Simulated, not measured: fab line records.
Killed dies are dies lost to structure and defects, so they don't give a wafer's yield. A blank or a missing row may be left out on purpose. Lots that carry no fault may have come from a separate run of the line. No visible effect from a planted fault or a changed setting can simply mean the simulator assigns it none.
fab line records | flow n5Finfet
[record] lots = 5 | wafers = 15 | lastDay = 18
route steps=1938 shown BEOL_M1@827 BEOL_M2@841
lots with no fault: from the same line, run without faults
startH: start of the lot's first displayed wafer, in hours after the record's first day | waitH: time in hours since the lot's previous step | " as in the row above | L1.1+2: several wafers, shown together as one row | - no value, or no start given | * or withheld: withheld | < > ~ a bound
route shown NAME@n: NAME is a module with steps in the file, n the number in the route of the first one | usual: the fault-free wafers' mean and standard deviation | same: alike in all rows | chamber/n: place in a boat | sites: the reading at each site | _std_site: the standard deviation of these | _edge_site: inner sites' mean taken away from outer sites' mean | radiusMm: for every site, how far away it sits from the centre of the wafer | mask NAME#n: copy n | behind: the tool/chamber that last shaped the wafer | hold: reason for holding the lot/hours on hold/outcome of the hold | device: which transistor (n, p or np) failed to switch | end of line: the tests these same wafers got at the end of their route | where a step has no rows: the recipe by itself | killed: the dies lost at the first sort to structure and to defects; this is not the yield of the wafer | map: dies across one wafer; x = killed, . = not, _ = none there
set.NAME: the setting that was run; set.NAME@STEP: the one run at that earlier step | model.NAME: the simulator's own value behind a step, which no gauge read
lots at selected steps of the route; one table per step, one row per wafer
services: when a tool's chamber went out of use (startH, in hours from the record's first day, below 0 if earlier), for how many hours, and the reason
[[steps]]
[step N5_BEOL_M1_ANNEAL_93]
[recipe] tempC = 400 | timeS = 240 | ambient = vacuum
[usual] heaterPowerW = 825/89
lot.wafer | tool          | chamber | startH | waitH | heaterPowerW
L075.1    | pvdSputter-01 | -       | 165.97 | 0.0   | 803
L075.2    | "             | -       | "      | "     | 961
L075.5    | "             | -       | "      | "     | 953
L079.2    | pvdSputter-02 | -       | 169.87 | 0.0   | 833
L079.4    | "             | -       | "      | "     | 767
L079.6    | "             | -       | "      | "     | 851
L081.2    | pvdSputter-01 | -       | 176.60 | 0.0   | 644
L081.4    | "             | -       | "      | "     | 987
L081.5    | "             | -       | "      | "     | 768
L086.1    | pvdSputter-03 | -       | 207.06 | 0.0   | 926
L086.4    | "             | -       | "      | "     | 823
L086.5    | "             | -       | "      | "     | 982
L097.1    | pvdSputter-02 | -       | 273.33 | 0.0   | 763
L097.4    | "             | -       | "      | "     | 806
L097.5    | "             | -       | "      | "     | 814
[step N5_BEOL_M1_SPUTTER_94]
[recipe] material = Cu | targetThkA = 45 | tempC = -20 | chamberPressurePa = 0.07 | powerW = withheld | timeS = 8.29
[usual] throttleValvePct = 30.2/1.4
lot.wafer | tool          | chamber | startH | waitH | throttleValvePct
L075.1    | pvdSputter-01 | -       | 166.11 | 0.1   | 29.5
L075.2    | "             | -       | "      | "     | 31.3
L075.5    | "             | -       | "      | "     | 31.1
L079.2    | pvdSputter-02 | -       | 170.01 | 0.1   | 30.8
L079.4    | "             | -       | "      | "     | 31.0
L079.6    | "             | -       | "      | "     | 29.9
L081.2    | pvdSputter-01 | -       | 176.74 | 0.1   | 30.8
L081.4    | "             | -       | "      | "     | 31.0
L081.5    | "             | -       | "      | "     | 28.9
L086.1    | pvdSputter-03 | -       | 207.20 | 0.1   | 33.3
L086.4    | "             | -       | "      | "     | 27.6
L086.5    | "             | -       | "      | "     | 29.6
L097.1    | pvdSputter-02 | -       | 273.47 | 0.1   | 31.2
L097.4    | "             | -       | "      | "     | 30.5
L097.5    | "             | -       | "      | "     | 30.5
[step N5_BEOL_M1_ANNEAL_95]
[recipe] tempC = 400 | timeS = 240 | ambient = vacuum
[usual] heaterPowerW = 824/89
lot.wafer | tool          | chamber | startH | waitH | heaterPowerW
L075.1    | pvdSputter-01 | -       | 166.19 | 0.0   | 794
L075.2    | "             | -       | "      | "     | 963
L075.5    | "             | -       | "      | "     | 961
L079.2    | pvdSputter-02 | -       | 170.09 | 0.0   | 821
L079.4    | "             | -       | "      | "     | 786
L079.6    | "             | -       | "      | "     | 839
L081.2    | pvdSputter-01 | -       | 176.82 | 0.0   | 660
L081.4    | "             | -       | "      | "     | 957
L081.5    | "             | -       | "      | "     | 777
L086.1    | pvdSputter-03 | -       | 207.28 | 0.0   | 936
L086.4    | "             | -       | "      | "     | 846
L086.5    | "             | -       | "      | "     | 980
L097.1    | pvdSputter-02 | -       | 273.55 | 0.0   | 773
L097.4    | "             | -       | "      | "     | 806
L097.5    | "             | -       | "      | "     | 806
[step N5_BEOL_M1_SPUTTER_96]
[recipe] material = Cu | targetThkA = 45 | tempC = -20 | chamberPressurePa = 0.07 | powerW = withheld | timeS = 8.29
[usual] throttleValvePct = 30.2/1.4
lot.wafer | tool          | chamber | startH | waitH | throttleValvePct
L075.1    | pvdSputter-01 | -       | 166.33 | 0.1   | 29.6
L075.2    | "             | -       | "      | "     | 30.9
L075.5    | "             | -       | "      | "     | 31.0
L079.2    | pvdSputter-02 | -       | 170.23 | 0.1   | 30.5
L079.4    | "             | -       | "      | "     | 30.9
L079.6    | "             | -       | "      | "     | 29.6
L081.2    | pvdSputter-01 | -       | 176.96 | 0.1   | 30.5
L081.4    | "             | -       | "      | "     | 31.1
L081.5    | "             | -       | "      | "     | 29.0
L086.1    | pvdSputter-03 | -       | 207.42 | 0.1   | 33.4
L086.4    | "             | -       | "      | "     | 27.3
L086.5    | "             | -       | "      | "     | 29.8
L097.1    | pvdSputter-02 | -       | 273.69 | 0.1   | 30.9
L097.4    | "             | -       | "      | "     | 30.6
L097.5    | "             | -       | "      | "     | 30.6
[step N5_BEOL_M1_ECD_50]
[recipe] material = Cu | targetThkA = 3000
lot.wafer  | tool     | chamber | startH | waitH
L075.1+2+5 | ecdCu-01 | 1,0,0   | 166.44 | 0.1
L079.2+4+6 | ecdCu-02 | 1,1,0   | 170.34 | 0.1
L081.2+4+5 | ecdCu-02 | 1       | 177.08 | 0.1
L086.1+4+5 | ecdCu-01 | 0,1,0   | 207.54 | 0.1
L097.1+4+5 | ecdCu-01 | 1,0,0   | 273.81 | 0.1
[step N5_BEOL_M1_ANNEAL_51]
[recipe] tempC = 225 | timeS = 90 | ambient = N2
[usual] wafer_temp_C_max = 226.3/0.39
lot.wafer | tool         | chamber | startH | waitH | wafer_temp_C_max
L075.1    | rtpAnneal-02 | 0       | 166.52 | 0.1   | 226.1
L075.2    | "            | 0       | "      | "     | 226.7
L075.5    | "            | 0       | "      | "     | 226.2
L079.2    | rtpAnneal-01 | 0       | 170.51 | 0.2   | 226.3
L079.4    | "            | 0       | "      | "     | 227.4
L079.6    | "            | 0       | "      | "     | 227.4
L081.2    | rtpAnneal-01 | 0       | 177.20 | 0.1   | 226.5
L081.4    | "            | 0       | "      | "     | 226.9
L081.5    | "            | 0       | "      | "     | 226.7
L086.1    | rtpAnneal-02 | 0       | 208.02 | 0.5   | 225.9
L086.4    | "            | 0       | "      | "     | 226.3
L086.5    | "            | 0       | "      | "     | 225.9
L097.1    | rtpAnneal-02 | 0       | 273.89 | 0.1   | 226.2
L097.4    | "            | 0       | "      | "     | 225.8
L097.5    | "            | 0       | "      | "     | 226.1
[step N5_BEOL_M1_CMP_52]
[recipe] stopOn = SiOC | tOverpolishS = 6.8 | downForcePsi = 1 | platenRpm = 50 | clearingPlatenDownForcePsi = 1.5 | clearingPlatenRpm = 50 | postCmpClean = cuAlkaline | targetThkNm = 40 | clearingPlatenPadVelocityMS = 0.99484 | padVelocityMS = 0.99484
[usual] barrierFieldEndpointS = 24.6/0.6 | clearingPlatenDownForcePsi = 1.500/0.0032 | motorCurrentA = 6.1/0.71 | overpolishRunS = 6.800/0.0091 | slurryFilterDpKPa = 13.51/0.14 | timeToEndpointS = 62/3.2
lot.wafer | tool   | chamber | startH | waitH | barrierFieldEndpointS | clearingPlatenDownForcePsi | motorCurrentA | overpolishRunS | slurryFilterDpKPa | timeToEndpointS
L075.2    | cmp-04 | 1       | 166.82 | 0.2   | 24.9                  | 1.500                      | 5.9           | 6.803          | 13.54             | 61
L075.1    | "      | 3       | "      | "     | 25.5                  | 1.498                      | 7.2           | 6.807          | 13.35             | 65
L075.5    | "      | 2       | "      | "     | 25.7                  | 1.498                      | 5.4           | 6.809          | 13.43             | 65
L079.4    | cmp-03 | 1       | 170.99 | 0.2   | 24.2                  | 1.505                      | 6.8           | 6.800          | 13.39             | 63
L079.2    | "      | 0       | "      | "     | 24.9                  | 1.503                      | 7.3           | 6.794          | 13.73             | 64
L079.6    | "      | 1       | "      | "     | 24.2                  | 1.503                      | 7.0           | 6.802          | 13.64             | 61
L081.4    | cmp-03 | 2       | 177.53 | 0.2   | 25.5                  | 1.501                      | 6.1           | 6.787          | 13.62             | 66
L081.2    | "      | 3       | "      | "     | 25.1                  | 1.501                      | 5.5           | 6.808          | 13.46             | 68
L081.5    | "      | 1       | "      | "     | 25.0                  | 1.502                      | 7.1           | 6.794          | 13.57             | 62
L086.4    | cmp-04 | 1       | 208.33 | 0.1   | 23.7                  | 1.497                      | 6.1           | 6.787          | 13.53             | 57
L086.1    | "      | 3       | "      | "     | 25.4                  | 1.499                      | 6.9           | 6.800          | 13.46             | 65
L086.5    | "      | 2       | "      | "     | 25.1                  | 1.503                      | 5.0           | 6.791          | 13.57             | 60
L097.1    | cmp-02 | 3       | 274.19 | 0.3   | 24.0                  | 1.502                      | 6.6           | 6.795          | 13.53             | 61
L097.4    | "      | 0       | "      | "     | 26.0                  | 1.496                      | 6.0           | 6.803          | 13.83             | 68
L097.5    | "      | 3       | "      | "     | 25.0                  | 1.502                      | 6.1           | 6.785          | 13.68             | 62
[step N5_BEOL_M1_THK_MEAS_53]
[recipe] thkMeasGauge = xrf | reads = Cu_of_BEOL_M1_ECD_50
[usual] M1_THK = 39.8/1.6
lot.wafer | tool         | chamber | startH | waitH | M1_THK[nm]
L075.1    | filmMetro-02 | -       | 167.11 | -     | 40.3
L075.2    | "            | -       | "      | "     | 38.1
L075.5    | "            | -       | "      | "     | 42.4
L079.2    | filmMetro-01 | -       | 171.28 | -     | 39.5
L079.4    | "            | -       | "      | "     | 40.6
L079.6    | "            | -       | "      | "     | 38.5
L081.2    | filmMetro-02 | -       | 177.75 | -     | 41.1
L081.4    | "            | -       | "      | "     | 41.1
L081.5    | "            | -       | "      | "     | 42.2
L086.1    | filmMetro-01 | -       | 208.62 | -     | 40.3
L086.4    | "            | -       | "      | "     | 39.8
L086.5    | "            | -       | "      | "     | 42.2
L097.1    | filmMetro-01 | -       | 274.48 | -     | 39.8
L097.4    | "            | -       | "      | "     | 40.0
L097.5    | "            | -       | "      | "     | 39.9
[step N5_BEOL_M1_PRE_CLEAN_60]
[recipe] gas = NH3/H2 | timeS = 15 | tempC = * | rfPowerW = 300
[usual] heaterPowerW = 83/7.3
lot.wafer | tool     | chamber | startH | waitH | heaterPowerW
L075.1    | cvdCo-01 | 1       | 167.15 | 0.0   | 85
L075.2    | "        | 2       | "      | "     | 75
L075.5    | "        | 2       | "      | "     | 71
L079.2    | cvdCo-02 | 1       | 171.32 | 0.0   | 90
L079.4    | "        | 0       | "      | "     | 75
L079.6    | "        | 2       | "      | "     | 84
L081.2    | cvdCo-02 | 2       | 177.79 | 0.0   | 84
L081.4    | "        | 0       | "      | "     | 74
L081.5    | "        | 2       | "      | "     | 84
L086.1    | cvdCo-01 | 0       | 208.66 | 0.0   | 95
L086.4    | "        | 0       | "      | "     | 94
L086.5    | "        | 1       | "      | "     | 85
L097.1    | cvdCo-02 | 1       | 274.52 | 0.0   | 91
L097.4    | "        | 1       | "      | "     | 89
L097.5    | "        | 0       | "      | "     | 75
[step N5_BEOL_M1_CO_CAP_55]
[recipe] material = Co | targetThkA = 20 | tempC = 200 | precursor = CCTBA/H2 | pressureTorr = 30 | timeS = 102.1
[usual] heaterPowerW = 234/9.5
lot.wafer | tool     | chamber | startH | waitH | heaterPowerW
L075.1    | cvdCo-01 | 1       | 167.19 | 0.0   | 235
L075.2    | "        | 2       | "      | "     | 217
L075.5    | "        | 2       | "      | "     | 222
L079.2    | cvdCo-02 | 1       | 171.36 | 0.0   | 243
L079.4    | "        | 0       | "      | "     | 223
L079.6    | "        | 2       | "      | "     | 230
L081.2    | cvdCo-02 | 2       | 177.83 | 0.0   | 228
L081.4    | "        | 0       | "      | "     | 225
L081.5    | "        | 2       | "      | "     | 241
L086.1    | cvdCo-01 | 0       | 208.70 | 0.0   | 246
L086.4    | "        | 0       | "      | "     | 254
L086.5    | "        | 1       | "      | "     | 234
L097.1    | cvdCo-02 | 1       | 274.56 | 0.0   | 242
L097.4    | "        | 1       | "      | "     | 234
L097.5    | "        | 0       | "      | "     | 220
[step N5_BEOL_M1_PRE_CLEAN_56]
[recipe] gas = NH3 | timeS = 15 | tempC = withheld | rfPowerW = 300
lot.wafer  | tool     | chamber | startH | waitH
L075.1+2+5 | pecvd-02 | 0,2,2   | 167.28 | 0.1
L079.2+4+6 | pecvd-02 | 2,2,1   | 171.45 | 0.1
L081.2+4+5 | pecvd-03 | 1,1,0   | 177.92 | 0.1
L086.1+4+5 | pecvd-03 | 2,1,2   | 208.79 | 0.1
L097.1+4+5 | pecvd-03 | 0,2,0   | 274.65 | 0.1
[step N5_BEOL_M1_DEP_57]
[recipe] material = SiCN | targetThkA = 80 | tempC = withheld | precursor = 3MS/NH3 | pressureTorr = 3 | rfW = 202 | timeS = 14
[usual] showerheadPlenumPTorr = 3.665/0.012 | throttleValvePct = 9.0/0.35
lot.wafer | tool     | chamber | startH | waitH | showerheadPlenumPTorr | throttleValvePct
L075.1    | pecvd-02 | 0       | 167.31 | 0.0   | 3.668                 | 9.0
L075.2    | "        | 2       | "      | "     | 3.677                 | 8.9
L075.5    | "        | 2       | "      | "     | 3.681                 | 8.5
L079.2    | pecvd-02 | 2       | 171.48 | 0.0   | 3.682                 | 8.7
L079.4    | "        | 2       | "      | "     | 3.690                 | 8.8
L079.6    | "        | 1       | "      | "     | 3.667                 | 9.3
L081.2    | pecvd-03 | 1       | 177.94 | 0.0   | 3.669                 | 9.4
L081.4    | "        | 1       | "      | "     | 3.669                 | 9.5
L081.5    | "        | 0       | "      | "     | 3.650                 | 8.6
L086.1    | pecvd-03 | 2       | 208.82 | 0.0   | 3.676                 | 8.4
L086.4    | "        | 1       | "      | "     | 3.661                 | 9.5
L086.5    | "        | 2       | "      | "     | 3.667                 | 8.7
L097.1    | pecvd-03 | 0       | 274.67 | 0.0   | 3.646                 | 8.9
L097.4    | "        | 2       | "      | "     | 3.683                 | 8.4
L097.5    | "        | 0       | "      | "     | 3.648                 | 8.5
[step N5_BEOL_M1_RS_MEAS_58]
[recipe] thkMeasGauge = four-point-probe | reads = Co_of_BEOL_M1_CO_CAP_55+Cu_of_BEOL_M1_ECD_50+Co_of_BEOL_M1_CVD_47+TaN_of_BEOL_M1_ALD_84
[usual] M1_RS = 0.66/0.035
lot.wafer | tool         | chamber | startH | waitH | M1_RS[ohm/sq]
L075.1    | filmMetro-02 | -       | 167.38 | 0.0   | 0.66
L075.2    | "            | -       | "      | "     | 0.71
L075.5    | "            | -       | "      | "     | 0.62
L079.2    | filmMetro-01 | -       | 171.54 | 0.1   | 0.66
L079.4    | "            | -       | "      | "     | 0.64
L079.6    | "            | -       | "      | "     | 0.68
L081.2    | filmMetro-01 | -       | 178.01 | 0.1   | 0.64
L081.4    | "            | -       | "      | "     | 0.64
L081.5    | "            | -       | "      | "     | 0.61
L086.1    | filmMetro-02 | -       | 208.88 | 0.0   | 0.65
L086.4    | "            | -       | "      | "     | 0.66
L086.5    | "            | -       | "      | "     | 0.61
L097.1    | filmMetro-02 | -       | 274.74 | 0.1   | 0.66
L097.4    | "            | -       | "      | "     | 0.66
L097.5    | "            | -       | "      | "     | 0.66
[step N5_BEOL_M1_INSPECT_59]
[recipe] inspectInstrument = darkfield | mode = postDep
[usual] rawDefectCount = 71/22
lot.wafer | tool             | chamber | startH | waitH | rawDefectCount
L075.1    | defectInspect-01 | -       | 167.40 | 0.0   | 70
L075.2    | "                | -       | "      | "     | 80
L075.5    | "                | -       | "      | "     | 72
L079.2    | defectInspect-02 | -       | 171.57 | 0.0   | 73
L079.4    | "                | -       | "      | "     | 80
L079.6    | "                | -       | "      | "     | 77
L081.2    | defectInspect-02 | -       | 178.04 | 0.0   | 47
L081.4    | "                | -       | "      | "     | 64
L081.5    | "                | -       | "      | "     | 76
L086.1    | defectInspect-01 | -       | 208.91 | 0.0   | 102
L086.4    | "                | -       | "      | "     | 115
L086.5    | "                | -       | "      | "     | 103
L097.1    | defectInspect-01 | -       | 274.77 | 0.0   | 76
L097.4    | "                | -       | "      | "     | 79
L097.5    | "                | -       | "      | "     | 48
[step N5_BEOL_M2_ILD_DEP_00]
[recipe] material = SiOC | targetThkA = 790 | tempC = 350 | precursor = DEMS/O2 | pressureTorr = 5 | rfW = 500 | timeS = 15.3
[usual] heaterPowerW = 501/89 | showerheadPlenumPTorr = 5.695/0.017 | throttleValvePct = 11.8/0.43
lot.wafer | tool     | chamber | startH | waitH | heaterPowerW | showerheadPlenumPTorr | throttleValvePct
L075.1    | pecvd-04 | 2       | 167.44 | 0.0   | 500          | 5.680                 | 11.2
L075.2    | "        | 0       | "      | "     | 678          | 5.720                 | 11.9
L075.5    | "        | 2       | "      | "     | 519          | 5.720                 | 11.5
L079.2    | pecvd-03 | 2       | 171.61 | 0.0   | 426          | 5.712                 | 11.2
L079.4    | "        | 2       | "      | "     | 422          | 5.717                 | 11.4
L079.6    | "        | 0       | "      | "     | 450          | 5.665                 | 11.6
L081.2    | pecvd-04 | 0       | 178.07 | 0.0   | 594          | 5.717                 | 11.9
L081.4    | "        | 0       | "      | "     | 617          | 5.729                 | 12.1
L081.5    | "        | 2       | "      | "     | 505          | 5.706                 | 11.5
L086.1    | pecvd-04 | 2       | 208.95 | 0.0   | 513          | 5.713                 | 11.5
L086.4    | "        | 0       | "      | "     | 685          | 5.731                 | 12.0
L086.5    | "        | 1       | "      | "     | 546          | 5.666                 | 11.3
L097.1    | pecvd-04 | 1       | 274.81 | 0.0   | 571          | 5.693                 | 11.3
L097.4    | "        | 0       | "      | "     | 697          | 5.704                 | 12.1
L097.5    | "        | 2       | "      | "     | 483          | 5.709                 | 12.1
[step N5_BEOL_M2_THK_MEAS_01]
[recipe] reads = SiOC_of_BEOL_M2_ILD_DEP_00
[usual] M2_ILD_THK = 78.8/1.1
lot.wafer | tool         | chamber | startH | waitH | M2_ILD_THK[nm]
L075.1    | filmMetro-01 | -       | 167.52 | 0.1   | 76.9
L075.2    | "            | -       | "      | "     | 78.8
L075.5    | "            | -       | "      | "     | 78.0
L079.2    | filmMetro-02 | -       | 171.67 | 0.1   | 77.9
L079.4    | "            | -       | "      | "     | 78.6
L079.6    | "            | -       | "      | "     | 78.8
L081.2    | filmMetro-01 | -       | 178.14 | 0.1   | 78.1
L081.4    | "            | -       | "      | "     | 79.0
L081.5    | "            | -       | "      | "     | 78.3
L086.1    | filmMetro-01 | -       | 209.01 | 0.0   | 76.7
L086.4    | "            | -       | "      | "     | 78.9
L086.5    | "            | -       | "      | "     | 78.7
L097.1    | filmMetro-02 | -       | 274.87 | 0.0   | 76.8
L097.4    | "            | -       | "      | "     | 78.9
L097.5    | "            | -       | "      | "     | 77.6
[step N5_BEOL_M2_PECVD_72]
[recipe] material = SiO2 | targetThkA = 160 | tempC = 400 | precursor = TEOS/O2 | pressureTorr = 5.5 | rfW = 450 | teosFlowSccm = 53.8 | gas = O2 | flowSccm = 3000 | timeS = 18
[usual] heaterPowerW = 702/97 | showerheadPlenumPTorr = 8.79/0.056 | throttleValvePct = 22.1/0.7
lot.wafer | tool     | chamber | startH | waitH | heaterPowerW | showerheadPlenumPTorr | throttleValvePct
L075.1    | pecvd-03 | 0       | 167.56 | 0.0   | 704          | 8.73                  | 22.1
L075.2    | "        | 2       | "      | "     | 573          | 8.84                  | 21.1
L075.5    | "        | 1       | "      | "     | 758          | 8.79                  | 23.5
L079.2    | pecvd-02 | 2       | 171.71 | 0.0   | 567          | 8.84                  | 21.5
L079.4    | "        | 0       | "      | "     | 603          | 8.79                  | 22.2
L079.6    | "        | 2       | "      | "     | 585          | 8.82                  | 21.6
L081.2    | pecvd-03 | 2       | 178.18 | 0.0   | 525          | 8.85                  | 21.2
L081.4    | "        | 0       | "      | "     | 703          | 8.70                  | 21.7
L081.5    | "        | 2       | "      | "     | 514          | 8.83                  | 21.0
L086.1    | pecvd-02 | 2       | 209.05 | 0.0   | 604          | 8.82                  | 21.7
L086.4    | "        | 2       | "      | "     | 612          | 8.84                  | 21.7
L086.5    | "        | 1       | "      | "     | 838          | 8.77                  | 22.7
L097.1    | pecvd-04 | 0       | 274.91 | 0.0   | 871          | 8.87                  | 22.7
L097.4    | "        | 0       | "      | "     | 861          | 8.89                  | 22.6
L097.5    | "        | 1       | "      | "     | 749          | 8.71                  | 21.4
[step N5_BEOL_M2_HM_DEP_02]
[recipe] material = TiN | targetThkA = 200 | tempC = 25 | chamberPressurePa = 0.49996
[usual] throttleValvePct = 30.2/1.5
lot.wafer | tool          | chamber | startH | waitH | throttleValvePct
L075.1    | pvdSputter-01 | -       | 168.70 | 1.1   | 30.4
L075.2    | "             | -       | "      | "     | 31.3
L075.5    | "             | -       | "      | "     | 29.6
L079.2    | pvdSputter-03 | -       | 173.23 | 1.5   | 30.4
L079.4    | "             | -       | "      | "     | 33.5
L079.6    | "             | -       | "      | "     | 29.5
L081.2    | pvdSputter-02 | -       | 179.36 | 1.2   | 29.9
L081.4    | "             | -       | "      | "     | 30.6
L081.5    | "             | -       | "      | "     | 31.2
L086.1    | pvdSputter-01 | -       | 211.33 | 2.3   | 29.6
L086.4    | "             | -       | "      | "     | 30.9
L086.5    | "             | -       | "      | "     | 31.0
L097.1    | pvdSputter-03 | -       | 275.48 | 0.5   | 33.7
L097.4    | "             | -       | "      | "     | 30.3
L097.5    | "             | -       | "      | "     | 29.7
[step N5_BEOL_M2_COAT_61]
[recipe] resist = SOC | tempC = 250 | timeS = 60 | spinRpm = 1500 | resistThkNm = 60
[usual] dispensePressureKPa = 47.3/0.51
lot.wafer | tool          | chamber | startH | waitH | dispensePressureKPa
L075.1    | lithoTrack-04 | 0       | 168.83 | 0.1   | 46.9
L075.2    | "             | 0       | "      | "     | 46.9
L075.5    | "             | 0       | "      | "     | 46.9
L079.2    | lithoTrack-01 | 0       | 173.36 | 0.1   | 48.0
L079.4    | "             | 0       | "      | "     | 48.0
L079.6    | "             | 0       | "      | "     | 48.0
L081.2    | lithoTrack-01 | 0       | 179.49 | 0.1   | 48.0
L081.4    | "             | 0       | "      | "     | 48.0
L081.5    | "             | 0       | "      | "     | 48.0
L086.1    | lithoTrack-05 | 0       | 211.46 | 0.1   | 47.0
L086.4    | "             | 0       | "      | "     | 46.9
L086.5    | "             | 0       | "      | "     | 46.9
L097.1    | lithoTrack-01 | 0       | 275.60 | 0.1   | 48.0
L097.4    | "             | 0       | "      | "     | 48.0
L097.5    | "             | 0       | "      | "     | 48.0
[step N5_BEOL_M2_COAT_62]
[recipe] resist = SiARC | tempC = 220 | timeS = 60 | spinRpm = 1500 | resistThkNm = 12
[usual] dispensePressureKPa = 47.4/0.51
lot.wafer | tool          | chamber | startH | waitH | dispensePressureKPa
L075.1    | lithoTrack-04 | 0       | -      | -     | 47.1
L075.2    | "             | 0       | "      | "     | 47.0
L075.5    | "             | 0       | "      | "     | 47.1
L079.2    | lithoTrack-01 | 0       | -      | -     | 48.1
L079.4    | "             | 0       | "      | "     | 48.1
L079.6    | "             | 0       | "      | "     | 48.1
L081.2    | lithoTrack-01 | 0       | -      | -     | 48.1
L081.4    | "             | 0       | "      | "     | 48.1
L081.5    | "             | 0       | "      | "     | 48.1
L086.1    | lithoTrack-05 | 0       | -      | -     | 47.0
L086.4    | "             | 0       | "      | "     | 47.0
L086.5    | "             | 0       | "      | "     | 47.0
L097.1    | lithoTrack-01 | 0       | -      | -     | 48.1
L097.4    | "             | 0       | "      | "     | 48.1
L097.5    | "             | 0       | "      | "     | 48.1
[step N5_BEOL_M2_COAT_73]
[recipe] resist = underlayer | tempC = 205 | timeS = 60 | spinRpm = 1500 | resistThkNm = 5
[usual] dispensePressureKPa = 47.4/0.53
lot.wafer | tool          | chamber | startH | waitH | dispensePressureKPa
L075.1    | lithoTrack-04 | 0       | -      | -     | 47.0
L075.2    | "             | 0       | "      | "     | 47.0
L075.5    | "             | 0       | "      | "     | 47.0
L079.2    | lithoTrack-01 | 0       | -      | -     | 48.1
L079.4    | "             | 0       | "      | "     | 48.1
L079.6    | "             | 0       | "      | "     | 48.1
L081.2    | lithoTrack-01 | 0       | -      | -     | 48.1
L081.4    | "             | 0       | "      | "     | 48.1
L081.5    | "             | 0       | "      | "     | 48.1
L086.1    | lithoTrack-05 | 0       | -      | -     | 47.0
L086.4    | "             | 0       | "      | "     | 47.0
L086.5    | "             | 0       | "      | "     | 47.0
L097.1    | lithoTrack-01 | 0       | -      | -     | 48.0
L097.4    | "             | 0       | "      | "     | 48.0
L097.5    | "             | 0       | "      | "     | 48.1
[step N5_BEOL_M2_COAT_05]
[recipe] resist = CAR-EUV | spinRpm = 1500 | resistThkNm = 30
[usual] dispensePressureKPa = 47.4/0.54
lot.wafer | tool          | chamber | startH | waitH | dispensePressureKPa
L075.1    | lithoTrack-04 | 0       | -      | -     | 47.0
L075.2    | "             | 0       | "      | "     | 47.1
L075.5    | "             | 0       | "      | "     | 47.0
L079.2    | lithoTrack-01 | 0       | -      | -     | 48.0
L079.4    | "             | 0       | "      | "     | 48.1
L079.6    | "             | 0       | "      | "     | 48.1
L081.2    | lithoTrack-01 | 0       | -      | -     | 48.1
L081.4    | "             | 0       | "      | "     | 48.1
L081.5    | "             | 0       | "      | "     | 48.1
L086.1    | lithoTrack-05 | 0       | -      | -     | 47.0
L086.4    | "             | 0       | "      | "     | 47.0
L086.5    | "             | 0       | "      | "     | 47.0
L097.1    | lithoTrack-01 | 0       | -      | -     | 48.2
L097.4    | "             | 0       | "      | "     | 48.2
L097.5    | "             | 0       | "      | "     | 48.2
[step N5_BEOL_M2_EBR_07]
[recipe] solvent = PGMEA | ebrWidthMm = 1.5
lot.wafer  | tool          | chamber | startH | waitH
L075.1+2+5 | lithoTrack-04 | 0       | -      | -
L079.2+4+6 | lithoTrack-01 | 0       | -      | -
L081.2+4+5 | lithoTrack-01 | 0       | -      | -
L086.1+4+5 | lithoTrack-05 | 0       | -      | -
L097.1+4+5 | lithoTrack-01 | 0       | -      | -
[step N5_BEOL_M2_SOFTBAKE_06]
[recipe] tempC = 110 | timeS = 60 | resist = CAR-EUV
lot.wafer  | tool          | chamber | startH | waitH
L075.1+2+5 | lithoTrack-04 | 0       | -      | -
L079.2+4+6 | lithoTrack-01 | 0       | -      | -
L081.2+4+5 | lithoTrack-01 | 0       | -      | -
L086.1+4+5 | lithoTrack-05 | 0       | -      | -
L097.1+4+5 | lithoTrack-01 | 0       | -      | -
[[services]]
tool          | chamber | startH | hours | kind
pecvd-03      | -       | 143.45 | 0.3   | repair
cmp-03        | -       | 153.58 | 2.2   | repair
pecvd-03      | -       | 154.35 | 1.2   | repair
cmp-02        | -       | 156.04 | 6.4   | pm
pvdSputter-02 | -       | 159.51 | 2.8   | repair
cmp-03        | -       | 160.66 | 1.4   | repair
cvdCo-01      | -       | 171.18 | 6.9   | pm
cmp-02        | -       | 183.32 | 16.4  | pm
cmp-04        | -       | 185.89 | 8.7   | pm
ecdCu-01      | -       | 190.76 | 7.2   | pm
rtpAnneal-01  | -       | 193.00 | 75.2  | pm
cmp-02        | -       | 200.38 | 0.2   | repair
pecvd-03      | -       | 203.07 | 0.6   | repair
pvdSputter-02 | -       | 207.13 | 4.6   | repair
pecvd-02      | -       | 213.43 | 0.8   | repair
cmp-04        | -       | 221.30 | 4.0   | pm
pvdSputter-03 | -       | 239.40 | 1.2   | repair
pecvd-03      | 2       | 241.42 | 8.2   | repair
lithoTrack-01 | -       | 241.91 | -     | consumableReplace:filter
cmp-02        | -       | 246.69 | 7.8   | pm
cmp-03        | -       | 249.04 | 4.0   | pm
cmp-04        | -       | 253.92 | 7.0   | pm
cvdCo-01      | -       | 254.93 | 1.0   | repair
cmp-03        | -       | 267.84 | 23.6  | repair
[[key]]
fault none
